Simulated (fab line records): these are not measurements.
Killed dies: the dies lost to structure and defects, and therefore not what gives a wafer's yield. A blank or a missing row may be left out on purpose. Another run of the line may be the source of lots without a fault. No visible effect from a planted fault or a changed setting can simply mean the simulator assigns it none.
Problem report in the 8D (eight disciplines) form, filled by code ; flow n5 finfet ; the parts of the form that need people (team, actions taken, sign-off) are left out

## 1. THE PROBLEM
On 2 wafers of 1 lot, etch rf on time s at N5_BEOL_M8_ETCH_65 has a mean of 40.7 s; fault-free wafers read 25.7 s, standard deviation 0.68. That is +22 standard deviations from the usual mean.
The step: etches SiARC in CF4, target depth 15.6 nm, time 26 s.
The first sign was on wafer L701.5 at day 13 14:36, on rie diel-05. Wafers with a number at this step in the record: 30, from 10 lots. By rule, "out" or "out of limits" means more than 4 standard deviations away from the usual mean. Any other wafer with a number is counted as sound.

## 2. WHAT IT IS, WHAT IT ISN'T
question;is;is not
which readings at this step;etch rf on time s;drypump motor current A, rf vpp V, showerhead plenum p Torr, throttle valve pct
which lots;L701;L687, L688, L691, L692, L693, L695, L707, L708, L710
which wafers of those lots;L701.5, L701.6;L701.3
read on which tools;rie diel-05;rie diel-04, rie diel-06
when;from day 13 14:36;"up to then (19 sound wafers); but 9 sound wafers of L707, L708, L710 came after"

## 3. THE SUSPECTS, EACH WITH WHAT RULES IT OUT
Counting: any tool at a process step up to the reading remains a suspect provided it ran every lot that is out. Sound lots after the first of them don't rule it out here, since some wafers of a struck lot are sound.
- rie diel-05 at N5_BEOL_M8_DESCUM_16 (chemistry O2, time 7.9 s): kept. The lot that is out, L701, ran on it at day 13 12:53; the last sound lot it ran before that was L691, at day 11 01:20.
- rie diel-05 at N5_BEOL_M8_ETCH_65 (etches SiARC in CF4, target depth 15.6 nm, time 26 s): kept. The lot that is out, L701, ran on it at day 13 14:36; the last sound lot it ran before that was L695, at day 11 03:11. Its own etch rf on time s readings are out on those wafers.
- Within rie diel-05 at N5_BEOL_M8_DESCUM_16: the wafers that are out ran in chambers 2, 3; their sound lot-mates ran in chamber 0.
- Within rie diel-05 at N5_BEOL_M8_ETCH_65: the wafers that are out ran in chambers 1, 2; their sound lot-mates ran in chamber 0.
Left after counting: rie diel-05 at N5_BEOL_M8_DESCUM_16, rie diel-05 at N5_BEOL_M8_ETCH_65.

## 4. THE CAUSE (what the simulator had put in)
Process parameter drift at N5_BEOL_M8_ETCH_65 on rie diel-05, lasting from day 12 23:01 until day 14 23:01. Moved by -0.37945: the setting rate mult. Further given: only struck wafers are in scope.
Counting left 2 suspects, and this tool is among them.

## 5. SEQUENCE OF EFFECTS, ordered by route
One row per reading whose mean, taken over the struck wafers that have a number, lies over 3 standard deviations from the usual. Only readings for which the record gives a usual standard deviation are gone through. hours: the time from each lot's start at the first step in this table that gives one to its start at this step, as a median over the lots. sigmas: the change in usual standard deviations.
hours;step;reading;usual;on struck wafers;change;sigmas
0;N5_BEOL_M8_ETCH_65;etch rf on time s;25.7 s;40.7;+15.0;+22
Its process steps:
- N5_BEOL_M8_ETCH_65: etches SiARC in CF4, target depth 15.6 nm, time 26 s.

## 6. HOW IT WOULD HAVE BEEN CAUGHT EARLIER
In this record the first reading out of limits was taken at day 13 14:36, 16 hours after the fault began at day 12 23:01.
